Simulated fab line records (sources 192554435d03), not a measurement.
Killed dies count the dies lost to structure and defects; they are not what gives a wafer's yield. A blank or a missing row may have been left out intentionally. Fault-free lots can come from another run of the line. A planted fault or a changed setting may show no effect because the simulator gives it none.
fab line records	flow n5_finfet
record: lots: 6	wafers: 18	last_day: 19
route steps=1938 shown BEOL_M14@1767 BEOL_M15@1773 PASSIVATION@1936
lots with no fault: from the same line, run without faults
start_h: hours from the record's opening day to when the first of the lot's shown wafers began	wait_h: hours elapsed since this lot's preceding step	" as in the row above	L1.1+2: a single row standing in for several wafers	- no value present, or no start provided	* or withheld: withheld	< > ~ a bound
route shown NAME@n: NAME is a module with steps in the file, n the number in the route of the first one	usual: the fault-free wafers' mean and standard deviation	same: alike in all rows	chamber/n: place in a boat	sites: readings site by site	_std_site: how widely they spread, as a standard deviation	_edge_site: outer sites' mean less inner sites'	radius_mm: how far each site lies from the wafer's centre	mask NAME#n: copy n	behind: the last tool/chamber to shape the wafer	hold: the reason the lot was held/the length of the hold in hours/how it ended	device: the transistor (n, p or np) that didn't switch	end of line: tests run on the same wafers once the route is complete	step lacking rows: just its recipe	killed: count of dies lost to structure and defects at first sort (not the wafer's yield)	map: a wafer's dies, x killed, . not, _ none there
set.NAME: the setting that was run; set.NAME@STEP: the one run at that earlier step	model.NAME: the simulator's own value behind a step, which no gauge read
lots at some steps of the route; a table a step, a row a wafer
services: from which hour (start_h, from the record's first day; less than 0 if before it) a tool's chamber was out of use, for how many hours, and why
== steps ==
step: N5_BEOL_M14_CMP_49
recipe: stop_on: SiO2	t_overpolish_s: 5.2	down_force_psi: 2	platen_rpm: 80	clearing_platen_down_force_psi: 2	clearing_platen_rpm: 80	post_cmp_clean: cu_alkaline	target_thk_nm: 560	clearing_platen_pad_velocity_m_s: 1.5917	pad_velocity_m_s: 1.5917
usual: barrier_field_endpoint_s: 11.41/0.29	motor_current_A: 8.1/0.47	overpolish_run_s: 5.200/0.0092	time_to_endpoint_s: 122/4.4
same: t_overpolish_s: 5.2
lot.wafer	tool	chamber	start_h	wait_h	barrier_field_endpoint_s	motor_current_A	overpolish_run_s	time_to_endpoint_s
L214.2	cmp-01	0	367.51	0.4	11.68	8.7	5.189	125
L214.6	"	2	"	"	11.33	8.3	5.207	118
L214.5	"	3	"	"	11.52	8.4	5.203	125
L215.1	cmp-01	3	375.93	0.3	11.26	8.2	5.199	122
L215.4	"	1	"	"	10.92	8.1	5.187	118
L215.5	"	2	"	"	11.20	8.8	5.223	120
L223.1	cmp-04	2	419.48	0.3	11.95	7.3	5.199	124
L223.3	"	3	"	"	11.43	8.3	5.217	117
L223.4	"	0	"	"	11.29	7.5	5.227	114
L220.4	cmp-04	3	425.57	0.2	11.22	8.6	5.195	117
L220.1	"	1	"	"	11.84	8.3	5.212	128
L220.5	"	2	"	"	12.16	7.4	5.208	132
L228.4	cmp-03	2	433.96	0.1	11.34	7.8	5.201	125
L228.1	"	3	"	"	11.46	8.3	5.206	125
L228.3	"	1	"	"	11.11	9.0	5.190	116
L229.4	cmp-04	2	440.87	0.1	11.45	7.3	5.190	128
L229.3	"	3	"	"	11.39	8.1	5.202	124
L229.2	"	1	"	"	11.74	8.0	5.200	131
step: N5_BEOL_M14_THK_MEAS_50
recipe: thk_meas_gauge: xrf	reads: Cu_of_BEOL_M14_ECD_47
usual: M14_THK: 576/17
lot.wafer	tool	chamber	start_h	wait_h	M14_THK[nm]
L214.2	film_metro-02	-	367.73	-	578
L214.5	"	-	"	"	574
L214.6	"	-	"	"	560
L215.1	film_metro-02	-	376.19	-	600
L215.4	"	-	"	"	578
L215.5	"	-	"	"	578
L223.1	film_metro-01	-	419.74	-	590
L223.3	"	-	"	"	572
L223.4	"	-	"	"	561
L220.1	film_metro-02	-	425.83	-	580
L220.4	"	-	"	"	598
L220.5	"	-	"	"	575
L228.1	film_metro-01	-	434.25	-	578
L228.3	"	-	"	"	537
L228.4	"	-	"	"	576
L229.2	film_metro-01	-	441.17	-	571
L229.3	"	-	"	"	565
L229.4	"	-	"	"	570
step: N5_BEOL_M14_PRE_CLEAN_52
recipe: gas: NH3	time_s: 15	temp_c: withheld	rf_power_w: 300
step: N5_BEOL_M14_DEP_53
recipe: material: SiCN	target_thk_a: 500	temp_c: withheld	precursor: 3MS/NH3	pressure_torr: 3	rf_w: 675	time_s: 17.8
usual: rf_fwd_power_W: 667.0/2.6	showerhead_plenum_p_Torr: 4.16/0.032	throttle_valve_pct: 18.4/0.87
lot.wafer	tool	chamber	start_h	wait_h	rf_fwd_power_W	showerhead_plenum_p_Torr	throttle_valve_pct
L214.2	pecvd-04	0	367.79	0.0	665.7	4.14	18.2
L214.5	"	2	"	"	661.9	4.20	18.5
L214.6	"	0	"	"	666.5	4.13	18.4
L215.1	pecvd-02	2	376.25	0.0	663.8	4.19	17.7
L215.4	"	1	"	"	668.3	4.21	19.5
L215.5	"	0	"	"	672.0	4.11	17.9
L223.1	pecvd-04	0	419.80	0.0	669.4	4.14	18.2
L223.3	"	1	"	"	669.8	4.17	20.3
L223.4	"	0	"	"	670.7	4.12	18.0
L220.1	pecvd-04	0	425.89	0.0	670.0	4.14	18.3
L220.4	"	0	"	"	671.1	4.14	18.1
L220.5	"	1	"	"	664.3	4.20	20.0
L228.1	pecvd-03	2	434.32	0.0	665.6	4.17	17.1
L228.3	"	0	"	"	670.4	4.14	18.7
L228.4	"	1	"	"	663.1	4.17	18.3
L229.2	pecvd-04	2	441.23	0.0	659.4	4.20	18.4
L229.3	"	0	"	"	670.5	4.13	18.3
L229.4	"	0	"	"	673.0	4.13	18.1
step: N5_BEOL_M14_RS_MEAS_54
recipe: thk_meas_gauge: four-point-probe	reads: Cu_of_BEOL_M14_ECD_47+Ta_of_BEOL_M14_SPUTTER_44+TaN_of_BEOL_M14_SPUTTER_43
usual: M14_RS: 0.0332/0.00085
lot.wafer	tool	chamber	start_h	wait_h	M14_RS[ohm/sq]
L214.2	film_metro-01	-	367.86	0.1	0.0330
L214.5	"	-	"	"	0.0332
L214.6	"	-	"	"	0.0338
L215.1	film_metro-02	-	376.32	0.0	0.0317
L215.4	"	-	"	"	0.0329
L215.5	"	-	"	"	0.0330
L223.1	film_metro-01	-	419.87	0.0	0.0320
L223.3	"	-	"	"	0.0332
L223.4	"	-	"	"	0.0336
L220.1	film_metro-02	-	425.96	0.0	0.0337
L220.4	"	-	"	"	0.0328
L220.5	"	-	"	"	0.0339
L228.1	film_metro-02	-	434.38	0.0	0.0326
L228.3	"	-	"	"	0.0352
L228.4	"	-	"	"	0.0325
L229.2	film_metro-01	-	441.30	0.1	0.0332
L229.3	"	-	"	"	0.0336
L229.4	"	-	"	"	0.0333
step: N5_BEOL_M14_INSPECT_55
recipe: inspect_instrument: darkfield	mode: post_dep
usual: raw_defect_count: 69/24
lot.wafer	tool	chamber	start_h	wait_h	raw_defect_count
L214.2	defect_inspect-02	-	367.88	0.0	69
L214.5	"	-	"	"	82
L214.6	"	-	"	"	76
L215.1	defect_inspect-02	-	376.34	0.0	90
L215.4	"	-	"	"	100
L215.5	"	-	"	"	73
L223.1	defect_inspect-02	-	419.89	0.0	54
L223.3	"	-	"	"	47
L223.4	"	-	"	"	56
L220.1	defect_inspect-02	-	425.98	0.0	86
L220.4	"	-	"	"	111
L220.5	"	-	"	"	75
L228.1	defect_inspect-02	-	434.41	0.0	60
L228.3	"	-	"	"	44
L228.4	"	-	"	"	62
L229.2	defect_inspect-01	-	441.33	0.0	47
L229.3	"	-	"	"	74
L229.4	"	-	"	"	75
step: N5_BEOL_M15_ILD_DEP_00
recipe: material: SiO2	target_thk_a: 16293	temp_c: 400	precursor: TEOS/O2	pressure_torr: 6.5	rf_w: 900	teos_flow_sccm: 161.4	gas: O2	flow_sccm: 2650	time_s: 346.1
usual: heater_power_w: 583/93	rf_fwd_power_W: 898.8/2.6	showerhead_plenum_p_Torr: 8.35/0.049	throttle_valve_pct: 18.7/1.1
lot.wafer	tool	chamber	start_h	wait_h	heater_power_w	rf_fwd_power_W	showerhead_plenum_p_Torr	throttle_valve_pct
L214.2	pecvd-02	1	367.92	0.0	596	899.5	8.40	20.1
L214.5	"	0	"	"	605	897.1	8.27	18.7
L214.6	"	1	"	"	479	896.0	8.41	20.2
L215.1	pecvd-04	0	376.38	0.0	729	900.9	8.31	18.9
L215.4	"	1	"	"	652	901.2	8.38	21.1
L215.5	"	2	"	"	565	895.5	8.42	18.8
L223.1	pecvd-04	1	419.93	0.0	812	900.2	8.39	20.7
L223.3	"	2	"	"	514	894.1	8.42	19.0
L223.4	"	1	"	"	654	902.8	8.40	21.1
L220.1	pecvd-02	2	426.02	0.0	597	899.1	8.40	18.5
L220.4	"	2	"	"	649	899.6	8.39	18.6
L220.5	"	1	"	"	615	897.2	8.38	17.0
L228.1	pecvd-01	1	434.45	0.0	713	900.0	8.33	16.9
L228.3	"	0	"	"	589	896.9	8.34	18.7
L228.4	"	2	"	"	552	895.0	8.34	18.5
L229.2	pecvd-02	1	441.36	0.0	564	900.8	8.40	17.2
L229.3	"	2	"	"	655	899.5	8.42	18.5
L229.4	"	2	"	"	486	897.7	8.39	18.8
step: N5_BEOL_M15_THK_MEAS_01
recipe: reads: SiO2_of_BEOL_M15_ILD_DEP_00
usual: M15_ILD_THK: 1636/22
lot.wafer	tool	chamber	start_h	wait_h	M15_ILD_THK[nm]
L214.2	film_metro-02	-	368.17	0.1	1612
L214.5	"	-	"	"	1607
L214.6	"	-	"	"	1606
L215.1	film_metro-01	-	376.63	0.1	1619
L215.4	"	-	"	"	1644
L215.5	"	-	"	"	1657
L223.1	film_metro-01	-	420.18	0.1	1637
L223.3	"	-	"	"	1642
L223.4	"	-	"	"	1657
L220.1	film_metro-02	-	426.27	0.1	1655
L220.4	"	-	"	"	1662
L220.5	"	-	"	"	1677
L228.1	film_metro-01	-	434.70	0.1	1639
L228.3	"	-	"	"	1630
L228.4	"	-	"	"	1659
L229.2	film_metro-01	-	441.61	0.1	1644
L229.3	"	-	"	"	1629
L229.4	"	-	"	"	1652
step: N5_BEOL_M15_COAT_58
recipe: resist: BARC	temp_c: 205	time_s: 60	spin_rpm: 1500	resist_thk_nm: 89
step: N5_BEOL_M15_COAT_04
recipe: spin_rpm: 1704	resist_thk_nm: 800
step: N5_BEOL_M15_EBR_06
recipe: solvent: PGMEA	ebr_width_mm: 1.5
step: N5_BEOL_M15_SOFTBAKE_05
recipe: temp_c: 130	time_s: 60
step: N5_BEOL_M15_EXPOSE_07
recipe: mask_id: V14	na: 0.8	source_shape: annular	sigma_inner: 0.5	sigma_outer: 0.8	polarization: unpolarized	attpsm_phase_deg: 180	dose_mj: 41.25
usual: exposure_dose_mJ_cm2: 41.24/0.046
same: sigma_inner: 0.5
lot.wafer	tool	chamber	start_h	wait_h	mask	exposure_dose_mJ_cm2
L214.2	krf_scanner-01	0	368.43	-	V14#0	41.28
L214.5	"	0	"	"	V14#0	41.25
L214.6	"	0	"	"	V14#0	41.24
L215.1	krf_scanner-02	0	376.89	-	V14#0	41.24
L215.4	"	0	"	"	V14#0	41.28
L215.5	"	0	"	"	V14#0	41.28
L223.1	krf_scanner-01	0	420.31	-	V14#0	38.97
L223.3	"	0	"	"	V14#0	38.95
L223.4	"	0	"	"	V14#0	38.99
L220.1	krf_scanner-01	0	426.40	-	V14#0	39.46
L220.4	"	0	"	"	V14#0	39.44
L220.5	"	0	"	"	V14#0	39.45
L228.1	krf_scanner-02	0	434.83	-	V14#0	41.24
L228.3	"	0	"	"	V14#0	41.28
L228.4	"	0	"	"	V14#0	41.24
L229.2	krf_scanner-02	0	441.75	-	V14#0	41.20
L229.3	"	0	"	"	V14#0	41.21
L229.4	"	0	"	"	V14#0	41.24
step: N5_BEOL_M15_PEB_08
recipe: peb_temp_c: 130	peb_time_s: 90
step: N5_BEOL_M15_DEVELOP_09
recipe: develop_time_s: 45	rinse_liquid: diw	dry: air_spin	dev_temp_c: 21
step: N5_BEOL_M15_HARDBAKE_14
recipe: temp_c: 130	time_s: 120
step: N5_BEOL_M15_CD_MEAS_10
recipe: target_cd_nm: 360	landing_energy_ev: 500	detector: se_inlens	polarity: opening
usual: cd_nm: 359.7/2
lot.wafer	tool	chamber	start_h	wait_h	cd_nm
L214.2	cd_sem-03	0	368.60	-	361.2
L214.5	"	0	"	"	358.8
L214.6	"	0	"	"	359.6
L215.1	cd_sem-03	0	377.06	-	360.2
L215.4	"	0	"	"	359.5
L215.5	"	0	"	"	357.5
L223.1	cd_sem-03	0	420.48	-	352.6
L223.3	"	0	"	"	351.5
L223.4	"	0	"	"	351.9
L220.1	cd_sem-01	0	426.57	-	351.1
L220.4	"	0	"	"	349.7
L220.5	"	0	"	"	352.0
L228.1	cd_sem-03	0	435.00	-	356.7
L228.3	"	0	"	"	358.2
L228.4	"	0	"	"	357.2
L229.2	cd_sem-01	0	441.92	-	360.7
L229.3	"	0	"	"	361.8
L229.4	"	0	"	"	362.1
step: N5_BEOL_M15_OVL_MEAS_11
recipe: points_per_wafer: 44
usual: V14_OVL: -1/5
lot.wafer	tool	chamber	start_h	wait_h	V14_OVL[nm]
L214.2	overlay-02	0	368.63	0.0	-1
L214.5	"	0	"	"	0
L214.6	"	0	"	"	-5
L215.1	overlay-01	0	377.09	0.0	-1
L215.4	"	0	"	"	-6
L215.5	"	0	"	"	-7
L223.1	overlay-02	0	420.51	0.0	3
L223.3	"	0	"	"	-2
L223.4	"	0	"	"	3
L220.1	overlay-01	0	426.60	0.0	-4
L220.4	"	0	"	"	-7
L220.5	"	0	"	"	-1
L228.1	overlay-01	0	435.03	0.0	-6
L228.3	"	0	"	"	-4
L228.4	"	0	"	"	-6
L229.2	overlay-02	0	441.95	0.0	-3
L229.3	"	0	"	"	2
L229.4	"	0	"	"	3
step: N5_PASSIVATION_PROBE_49
usual: defect_limited_yield: 90.9/1.4	killed_at_M0_to_M3: 38/11	killed_at_M4_up: 13/5.9	killed_at_contacts: 14/6.4	killed_at_front_end: 38/11	killed_at_other: 3.3/2.5	killed_dies: 107/16	killed_open: 70/12	killed_short: 35/7.7	sort_bin_4_leakage: 0.00/0.007	sort_bin_5_function: 5.3/0.94	sort_bin_6_memory: 3.5/0.7	sort_n_pass: 1073/16	sort_yield_pct: 90.9/1.4
same: gross_dies: 1180	killed_at_back_side: 0	sort_bin_8_speed[%]: 0
lot.wafer	tool	chamber	start_h	wait_h	defect_limited_yield[%]	killed_at_M0_to_M3	killed_at_M4_up	killed_at_contacts	killed_at_front_end	killed_at_other	killed_dies	killed_open	killed_short	sort_bin_4_leakage[%]	sort_bin_5_function[%]	sort_bin_6_memory[%]	sort_n_pass	sort_yield_pct[%]
L215.1	prober-02	-	395.80	0.0	90.6	37	36	4	32	2	111	77	32	0	6.1	2.7	1069	90.6
L215.4	prober-02	-	395.95	0.2	89.4	35	21	16	51	2	125	84	40	0	5.8	4.3	1055	89.4
L215.5	prober-02	-	396.00	0.2	91.0	52	18	11	25	0	106	77	29	0	5.8	2.7	1074	91.0
L220.1	prober-02	-	449.81	0.0	89.3	52	19	15	38	2	126	81	44	0	6.5	3.8	1054	89.3
L220.4	prober-02	-	449.96	0.2	91.3	39	5	12	47	0	103	71	32	0	5.3	3.3	1077	91.3
L220.5	prober-02	-	450.01	0.2	90.3	39	15	23	38	0	115	83	32	0	5.4	4.2	1065	90.3
killed by level:class
L215.1 BEOL_M4:geometric_particle:open=21 DUMMY_GATE:geometric_particle:open=9 BEOL_M2:geometric_particle:open=9 BEOL_M4:geometric_particle:short=8 BEOL_M0_SAQP:geometric_particle:short=7 STI_FIN_REVEAL:geometric_particle:open=6 BEOL_M1:geometric_particle:open=6 BEOL_M3:geometric_particle:open=6
L215.4 STI_FIN_REVEAL:geometric_particle:open=16 MOL_CONTACT_COAG:geometric_particle:open=15 BEOL_M3:geometric_particle:open=8 BEOL_M4:geometric_particle:open=7 BEOL_M4:geometric_particle:short=7 FIN_SAQP:geometric_particle:open=6 FIN_SAQP:geometric_particle:short=6 BEOL_M2:geometric_particle:open=6
L215.5 BEOL_M3:geometric_particle:open=15 BEOL_M4:geometric_particle:open=14 MOL_CONTACT_COAG:geometric_particle:open=11 FIN_SAQP:geometric_particle:short=7 BEOL_M0_SAQP:geometric_particle:short=7 BEOL_M2:geometric_particle:open=7 FIN_SAQP:geometric_particle:open=6 BEOL_M0_SAQP:geometric_particle:open=6
L220.1 BEOL_M2:geometric_particle:open=24 STI_FIN_REVEAL:geometric_particle:open=12 MOL_CONTACT_COAG:geometric_particle:open=11 BEOL_M0_SAQP:geometric_particle:short=9 FIN_SAQP:geometric_particle:short=7 BEOL_M0_SAQP:geometric_particle:open=7 BEOL_M8:geometric_particle:open=5 STI_FIN_REVEAL:geometric_particle:short=4
L220.4 BEOL_M3:geometric_particle:open=13 BEOL_M0_SAQP:geometric_particle:short=11 FIN_SAQP:geometric_particle:open=9 BEOL_M2:geometric_particle:open=9 STI_FIN_REVEAL:geometric_particle:open=9 MOL_CONTACT_COAG:geometric_particle:open=9 FIN_SAQP:geometric_particle:short=6 BEOL_M0_SAQP:geometric_particle:open=6
L220.5 MOL_CONTACT_COAG:geometric_particle:open=19 FIN_SAQP:geometric_particle:open=18 BEOL_M2:geometric_particle:open=16 BEOL_M0_SAQP:geometric_particle:short=9 FIN_SAQP:geometric_particle:short=5 MOL_CONTACT_COAG:geometric_particle:short=4 BEOL_M0_SAQP:geometric_particle:open=4 BEOL_M5:geometric_particle:open=4
== services ==
tool	chamber	start_h	hours	kind
krf_scanner-02	-	345.15	0.5	repair
pecvd-01	0	349.73	2.1	scheduled_down
krf_scanner-01	0	351.12	-	calibration
cmp-01	-	353.80	0.7	repair
cmp-03	-	362.10	4.8	pm
pecvd-04	0	369.25	2.1	scheduled_down
cmp-03	-	370.14	4.0	pm
cmp-03	-	374.14	-	consumable_replace:conditioner
cmp-03	-	374.14	-	consumable_replace:pad
cmp-01	-	378.88	4.9	pm
pecvd-02	1	383.62	-	clean
pecvd-02	1	383.62	-	consumable_replace:showerhead
pecvd-02	1	383.62	29.0	scheduled_down
pecvd-02	1	383.62	29.0	vent_cycle
cmp-03	-	384.58	9.7	pm
pecvd-01	2	389.29	2.1	scheduled_down
pecvd-04	1	392.68	5.0	scheduled_down
krf_scanner-01	-	395.17	1.7	repair
pecvd-04	2	401.29	2.1	scheduled_down
krf_scanner-02	0	410.63	-	calibration
pecvd-02	-	415.73	1.4	repair
pecvd-01	1	420.08	4.5	repair
krf_scanner-01	-	430.72	3.6	pm
krf_scanner-01	-	434.91	1.0	pm
== key ==
first_sign: step: N5_BEOL_M15_EXPOSE_07	reading: exposure_dose_mJ_cm2	direction: down	sigmas: 44	usual: 41.24	struck: 39.21
effect: step: N5_BEOL_M15_CD_MEAS_10	reading: cd_nm	direction: down	sigmas: 4.1	usual: 359.7	struck: 351.5	through: control_loop
met_at N5_BEOL_M15_EXPOSE_07
struck_wafers L220.1,L220.4,L220.5,L223.1,L223.3,L223.4
loop_trim: step: N5_BEOL_M15_EXPOSE_07	setting: dose	lots: L220
onset_between 368.43 420.31
fault: kind: process_parameter_drift	tool: krf_scanner-01	chamber: -	onset_h: 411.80	steps: N5_BEOL_M15_EXPOSE_07	channel: dose_mj	offset: -2.2587	shape: step	acts_in: these_recipes_only	stated: 41.25
loop_trim: a control loop set the setting to another value than it would have without faults
